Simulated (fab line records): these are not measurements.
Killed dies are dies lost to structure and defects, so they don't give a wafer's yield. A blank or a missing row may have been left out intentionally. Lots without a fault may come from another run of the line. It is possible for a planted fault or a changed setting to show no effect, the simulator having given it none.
Which tool was responsible? ; flow nand harc ; 7 lots, 21 wafers sampled, at 5 steps of a route of 1159

== WHAT THE GAUGES SHOWED, per wafer ==
NHARC_END_SORT_01.
lot;measured;on;killed at periphery
L334;day 24 07:40;prober-01;2 1 2
L338;day 25 08:47;prober-01;4 5 6

== WHICH TOOL RAN EACH LOT (tool, then ch and the chambers of the sampled wafers, then the start) ==
lot;NHARC_P_M0_PVD_20;NHARC_P_M0_ANNEAL_30;NHARC_P_M0_CMP_23;NHARC_P_M0_PRE_CLEAN_31
L318;pvd sputter-02, day 6 08:38 or earlier;rtp anneal-01 ch 0, day 6 08:38;cmp-03 ch 1,2, day 6 08:55;pecvd-02 ch 1,2, day 6 09:29
L320;pvd sputter-03, day 7 06:19 or earlier;rtp anneal-01 ch 0, day 7 06:19;cmp-02 ch 1,2,3, day 7 06:36;pecvd-02 ch 0,1, day 7 07:10
L322;pvd sputter-03, day 7 18:05 or earlier;rtp anneal-02 ch 0, day 7 18:05;cmp-03 ch 0,3, day 7 18:23;pecvd-03 ch 0,1,2, day 7 18:57
L325;pvd sputter-02, day 8 05:40 or earlier;rtp anneal-02, day 8 05:40;cmp-02 ch 0,1, day 8 06:01;pecvd-02 ch 0,2, day 8 06:33
L334;pvd sputter-01, day 10 08:53 or earlier;rtp anneal-01 ch 0, day 10 08:53;cmp-02 ch 0,2,3, day 10 09:14;pecvd-04 ch 0,1, day 10 09:46
L336;pvd sputter-03, day 10 21:16 or earlier;rtp anneal-02 ch 0, day 10 21:16;cmp-03 ch 1,2,3, day 10 21:33;pecvd-04 ch 0,2, day 10 22:07
L338;pvd sputter-01, day 11 07:41 or earlier;rtp anneal-02 ch 0, day 11 07:41;cmp-03 ch 1,2, day 11 08:01;pecvd-04 ch 0,1,2, day 11 08:34
- NHARC_P_M0_PVD_20: deposits TaN, target thk 5 nm, time 8.06 s.
- NHARC_P_M0_ANNEAL_30: time 90 s.
- NHARC_P_M0_CMP_23: polishes, t overpolish 20 s, target thk 117.53 nm.
- NHARC_P_M0_PRE_CLEAN_31: time 12 s.

== THE ANSWER, worked out from the rows above alone ==
Rule: the usual values come from the lots themselves. Put in order of their means at a reading, lots are off if they are a third of the lots or fewer, leave a main group of 4 or more, and stand apart from it by a gap of 3 or more times the standard deviation of the main group's means; of several such gaps the widest counts. The tables above print the reading to a certain number of digits; a main group whose means all agree to those digits is not used. A lot without any number at a reading at which 4 lots or more have one is off too. All remaining lots with rows at the step are treated as sound.
Across all readings shown, no lot is off: no conclusion can be drawn from this.

== WHAT THE SIMULATOR HAD INSERTED ==
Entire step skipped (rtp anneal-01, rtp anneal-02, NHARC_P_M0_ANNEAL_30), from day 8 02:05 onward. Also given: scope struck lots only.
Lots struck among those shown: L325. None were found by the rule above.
